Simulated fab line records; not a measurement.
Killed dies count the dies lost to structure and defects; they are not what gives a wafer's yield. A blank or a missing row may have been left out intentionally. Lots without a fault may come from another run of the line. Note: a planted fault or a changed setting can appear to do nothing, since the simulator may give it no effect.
Split-lot trial -- flow n5_finfet -- on a route of 1938 steps: 7 lots, 21 wafers read

== ON THE SPLIT ==
At N5_BEOL_M8_ILD_DEP_00 (deposits SiCOH lowk from DEMS/porogen, target thk 179.75 nm, time 33.4 s), the setting time_s was moved away from the recipe's 33.4 s on 7 of the 21 wafers read, by -9.6% to +9.3%. For the rest of the wafers, this setting stayed at what the recipe calls for.

== THE PATH FROM SPLIT TO READING: the file shows 1 step between them ==
- N5_BEOL_M8_CURE_74: cures SiCOH lowk, time 240 s

== THE READING ==
At N5_BEOL_M8_THK_MEAS_01: M8_ILD_THK, given in nm. Typical for fault-free wafers on this fab line: 155.3 nm, with standard deviation 2.2 nm.

wafer,"tool, chamber at the split","time_s as run, s",against the recipe,"M8_ILD_THK, nm",against lot-mates on the recipe
L079.3,"pecvd-03, 2",33.4,recipe,153.2,-
L079.5,"pecvd-03, 0",33.4,recipe,153.6,-
L079.6,"pecvd-03, 1",33.4,recipe,155.4,-
L080.1,"pecvd-02, 0",30.21,-9.6%,136.5,-17.8
L080.5,"pecvd-02, 1",33.4,recipe,155.0,-
L080.6,"pecvd-02, 2",33.4,recipe,153.5,-
L087.1,"pecvd-03, 2",35.78,+7.1%,166.3,+6.9
L087.4,"pecvd-03, 1",35.78,+7.1%,169.5,+10.1
L087.5,"pecvd-03, 2",33.4,recipe,159.4,-
L086.1,"pecvd-02, 0",33.4,recipe,155.8,-
L086.2,"pecvd-02, 2",31.12,-6.8%,144.3,-11.9
L086.3,"pecvd-02, 1",33.4,recipe,156.6,-
L088.1,"pecvd-03, 0",33.4,recipe,153.9,-
L088.3,"pecvd-03, 2",36.52,+9.3%,169.9,+14.6
L088.6,"pecvd-03, 2",33.4,recipe,156.7,-
L089.2,"pecvd-03, 0",32.14,-3.8%,149.8,-11.2
L089.4,"pecvd-03, 2",32.14,-3.8%,153.6,-7.4
L089.6,"pecvd-03, 1",33.4,recipe,161.0,-
L093.4,"pecvd-02, 2",33.4,recipe,157.4,-
L093.5,"pecvd-02, 1",33.4,recipe,158.1,-
L093.6,"pecvd-02, 0",33.4,recipe,156.4,-

THE FIT
A straight line over all 21 wafers: M8_ILD_THK changes by +1.68 nm for each +1% of time_s; r = +0.95; the points scatter about the line by 2.4 nm.
The same after taking each lot's own level away (the mean of its wafers on the recipe; 21 wafers): +1.63 nm for each +1%; r = +0.97; scatter 1.7 nm.
That fit puts the effect of the largest move of time_s on the reading at 16 nm.
From 154.07 to 161.00 nm: that is the span of the lots' own levels, equal to 3.2 times the standard deviation above.
The two slopes are in agreement: the lot-to-lot level therefore moves the slope only a little.
Check: with one of the wafers moved furthest among these (-9.6%) left out of the fit, the line predicts -15.7 nm for it against its lot-mates. Against them it came out at -17.8 nm.

== FURTHER SPLITS ON THESE WAFERS ==
Note: prior to the reading, these wafers also went through further splits. Each is held against what the fit with the lots' levels taken away leaves over:
other split on the same wafers,wafers away from the commonest value,r with M8_ILD_THK (lot level and that fit taken away)
N5_BEOL_M6_COAT_22 spin_rpm,5,-0.38
N5_BEOL_M7_COAT_05 spin_rpm,7,-0.24

== THE WHOLE CHAIN: every reading that the file lists as answering this split, in the file's order ==
step,what it does,reading,change (the file's fit),r (the file's)
N5_BEOL_M8_ILD_DEP_00,"deposits SiCOH lowk from DEMS/porogen, target thk 179.75 nm, time 33.4 s","SiCOH_lowk_of_BEOL_M8_ILD_DEP_00.thk_nm (the simulator's own value, which no gauge read)",+1.9 nm for each +1% of the setting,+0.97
N5_BEOL_M8_CURE_74,"cures SiCOH lowk, time 240 s","SiCOH_lowk_of_BEOL_M8_ILD_DEP_00.thk_nm (the simulator's own value, which no gauge read)",+1.65 nm for each +1% of the setting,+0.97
N5_BEOL_M8_THK_MEAS_01,,M8_ILD_THK,+1.66 for each +1% of the setting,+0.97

== THE FILE'S OWN FIT ==
M8_ILD_THK changes by +1.66 nm for each +1% of time_s, r = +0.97.
